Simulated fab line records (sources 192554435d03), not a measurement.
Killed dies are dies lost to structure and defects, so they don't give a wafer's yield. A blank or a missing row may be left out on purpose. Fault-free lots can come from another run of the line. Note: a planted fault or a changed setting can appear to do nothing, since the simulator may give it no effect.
Matching of chambers + flow n5Finfet + 4 sister chambers for N5_DUMMY_REMOVAL_HM_STRIP_01 on rieDiel-05
The step strips SiNx in CH3F/O2, stops on poly-Si, target depth 4 nm, time 6.8 s. 18 wafers are shown with their chamber, then 9 later ones without.

## WAFERS WITH THEIR CHAMBER
| wafer  | chamber | drypumpMotorCurrentA (A) | throttleValvePct (%) | oesProductAu (a.u.) |
|--------|---------|--------------------------|----------------------|---------------------|
| L074.2 | 0       | 6.1                      | 16.33                | 0.75                |
| L074.3 | 2       | 5.5                      | 16.13                | 0.70                |
| L074.4 | 1       | 5.9                      | 15.91                | 0.77                |
| L080.1 | 2       | 5.5                      | 16.16                | 0.69                |
| L080.3 | 3       | 6.0                      | 16.34                | 0.58                |
| L080.4 | 0       | 6.1                      | 16.34                | 0.74                |
| L082.2 | 1       | 5.9                      | 15.91                | 0.74                |
| L082.4 | 3       | 6.0                      | 16.35                | 0.58                |
| L082.5 | 3       | 6.0                      | 16.36                | 0.58                |
| L085.2 | 0       | 6.1                      | 16.37                | 0.73                |
| L085.4 | 1       | 5.9                      | 15.94                | 0.73                |
| L085.5 | 3       | 6.0                      | 16.34                | 0.58                |
| L087.2 | 0       | 6.1                      | 16.38                | 0.72                |
| L087.3 | 1       | 5.9                      | 15.93                | 0.72                |
| L087.5 | 3       | 6.0                      | 16.36                | 0.59                |
| L088.1 | 3       | 6.0                      | 16.38                | 0.57                |
| L088.4 | 1       | 5.8                      | 15.95                | 0.71                |
| L088.5 | 3       | 6.0                      | 16.36                | 0.58                |

SIGNATURES, as means of the wafers listed above
| reading              | chamber 0 | chamber 1 | chamber 2 | chamber 3 | scatter within a chamber |
|----------------------|-----------|-----------|-----------|-----------|--------------------------|
| drypumpMotorCurrentA | 6.100     | 5.880     | 5.500     | 6.000     | 0.0239                   |
| throttleValvePct     | 16.3550   | 15.9280   | 16.1450   | 16.3557   | 0.0181                   |
| oesProductAu         | 0.7350    | 0.7340    | 0.6950    | 0.5800    | 0.0143                   |
Rule: for a wafer and a chamber, the distance is found by dividing, reading by reading, the gap between the wafer's reading and the chamber's mean by the reading's scatter, squaring, summing and taking the root. If the next closest chamber is less than 2 further off than the closest, the wafer can't be placed; otherwise it belongs to the closest. How the scatter is found: for the shown wafers, subtract from each reading the mean of its chamber, square and add these, divide the total by (wafers less chambers), then take the root.

## WAFERS WITHOUT THEIR CHAMBER
| wafer  | drypumpMotorCurrentA (A) | throttleValvePct (%) | oesProductAu (a.u.) |
|--------|--------------------------|----------------------|---------------------|
| L090.2 | 6.0                      | 16.36                | 0.58                |
| L090.3 | 5.8                      | 15.95                | 0.72                |
| L090.5 | 5.5                      | 16.18                | 0.68                |
| L092.1 | 6.1                      | 16.39                | 0.71                |
| L092.2 | 6.0                      | 16.38                | 0.57                |
| L092.3 | 5.9                      | 15.95                | 0.72                |
| L095.2 | 6.0                      | 16.38                | 0.58                |
| L095.4 | 6.1                      | 16.41                | 0.71                |
| L095.6 | 5.9                      | 15.97                | 0.71                |

## THE CHAMBER EACH PASSED THROUGH
| wafer  | from the rows above | in truth |
|--------|---------------------|----------|
| L090.2 | 3                   | 3        |
| L090.3 | 1                   | 1        |
| L090.5 | 2                   | 2        |
| L092.1 | 0                   | 0        |
| L092.2 | 3                   | 3        |
| L092.3 | 1                   | 1        |
| L095.2 | 3                   | 3        |
| L095.4 | 0                   | 0        |
| L095.6 | 1                   | 1        |
Placed correctly: 9 of 9. From these rows, 0 cannot be placed. Placed wrongly: 0.
